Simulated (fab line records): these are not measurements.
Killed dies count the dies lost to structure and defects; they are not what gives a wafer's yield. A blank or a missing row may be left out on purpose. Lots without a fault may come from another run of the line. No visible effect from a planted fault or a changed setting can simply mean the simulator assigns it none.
Split-lot study ; flow n5Finfet ; 21 wafers read from 7 lots, route of 1938 steps

## THE SPLIT ITSELF
At N5_BEOL_M9_COAT_22 (resist thk 30 nm), the setting spinRpm was moved away from the recipe's 1500 rpm on 9 of the 21 wafers read, by -11.0% to +9.0%. For the rest of the wafers, this setting stayed at what the recipe calls for.

## FROM THE SPLIT TO THE READING: what the file shows between them, 5 steps
- N5_BEOL_M9_EBR_24
- N5_BEOL_M9_SOFTBAKE_23: time 60 s
- N5_BEOL_M9_EXPOSE_25: exposes mask V8
- N5_BEOL_M9_PEB_26: peb time 60 s
- N5_BEOL_M9_DEVELOP_27: develop time 30 s

## THE READING
CAR-EUV_of_BEOL_M9_COAT_22.thkNm (the simulator's own value, which no gauge read), in nm, at N5_BEOL_M9_DESCUM_33 (chemistry O2, time 7 s). No usual value for it is given in the file. Across the 12 wafers here that went through the recipe, the average is 26.1 nm and the standard deviation 0.099 nm.

wafer;tool, chamber at the split;spinRpm as run, rpm;against the recipe;CAR-EUV_of_BEOL_M9_COAT_22.thkNm, nm;against lot-mates on the recipe
L074.1;lithoTrack-02, 0;1500;recipe;26.2;-
L074.5;lithoTrack-02, 0;1500;recipe;26.2;-
L074.3;lithoTrack-02, 0;1635;+9.0%;24.8;-1.4
L075.1;lithoTrack-02, 0;1420;-5.3%;27;no lot-mate on the recipe
L075.3;lithoTrack-02, 0;1420;-5.3%;27;no lot-mate on the recipe
L075.6;lithoTrack-02, 0;1420;-5.3%;27;no lot-mate on the recipe
L076.3;lithoTrack-04, 0;1377;-8.2%;27.4;no lot-mate on the recipe
L076.6;lithoTrack-04, 0;1377;-8.2%;27.4;no lot-mate on the recipe
L076.5;lithoTrack-04, 0;1377;-8.2%;27.2;no lot-mate on the recipe
L079.1;lithoTrack-02, 0;1500;recipe;26;-
L079.5;lithoTrack-02, 0;1500;recipe;26;-
L079.6;lithoTrack-02, 0;1500;recipe;26.2;-
L091.1;lithoTrack-02, 0;1500;recipe;26.2;-
L091.3;lithoTrack-02, 0;1500;recipe;26.2;-
L091.5;lithoTrack-02, 0;1500;recipe;26;-
L089.2;lithoTrack-02, 0;1500;recipe;26;-
L089.4;lithoTrack-02, 0;1500;recipe;26;-
L089.5;lithoTrack-02, 0;1500;recipe;26;-
L096.2;lithoTrack-04, 0;1335;-11.0%;28;+2.0
L096.3;lithoTrack-04, 0;1500;recipe;26;-
L096.5;lithoTrack-04, 0;1335;-11.0%;27.8;+1.8

FIT RESULTS
A straight line over all 21 wafers: CAR-EUV_of_BEOL_M9_COAT_22.thkNm changes by -0.157 nm for each +1% of spinRpm; r = -0.99; the points scatter about the line by 0.11 nm.
The same after taking each lot's own level away (the mean of its wafers on the recipe; 15 wafers): -0.168 nm for each +1%; r = -1.00; scatter 0.082 nm.
That fit puts the effect of the largest move of spinRpm on the reading at 1.8 nm.
From 26.00 to 26.20 nm: that is the span of the lots' own levels, equal to 2.0 times the standard deviation above.
Consequently the slope shifts little with the lot-to-lot level, the two slopes agreeing.
Check: for one of the wafers moved furthest among these (-11.0%), held out of the fit, the line's prediction against its lot-mates is +1.77 nm. It came out at +2 nm against them.

## OTHER SPLITS ON THESE WAFERS
Other splits were also applied to these wafers ahead of the reading. Each is held against what the fit with the lots' levels taken away leaves over:
other split on the same wafers;wafers away from the commonest value;r with CAR-EUV_of_BEOL_M9_COAT_22.thkNm (lot level and that fit taken away)
N5_BEOL_M9_ETCH_62 timeS;8;-0.29

## THE WHOLE CHAIN: every reading that the file lists as answering this split, in the file's order
step;what it does;reading;change (the file's fit);r (the file's)
N5_BEOL_M9_COAT_22;resist thk 30 nm;CAR-EUV_of_BEOL_M9_COAT_22.thkNm (the simulator's own value, which no gauge read);-0.16 nm for each +1% of the setting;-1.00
N5_BEOL_M9_DEVELOP_27;develop time 30 s;CAR-EUV_of_BEOL_M9_COAT_22.thkNm (the simulator's own value, which no gauge read);-0.151 nm for each +1% of the setting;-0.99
N5_BEOL_M9_DESCUM_33;chemistry O2, time 7 s;CAR-EUV_of_BEOL_M9_COAT_22.thkNm (the simulator's own value, which no gauge read);-0.166 nm for each +1% of the setting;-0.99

## THE FILE'S OWN FIT
CAR-EUV_of_BEOL_M9_COAT_22.thkNm changes by -0.166 nm for each +1% of spinRpm, r = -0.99.
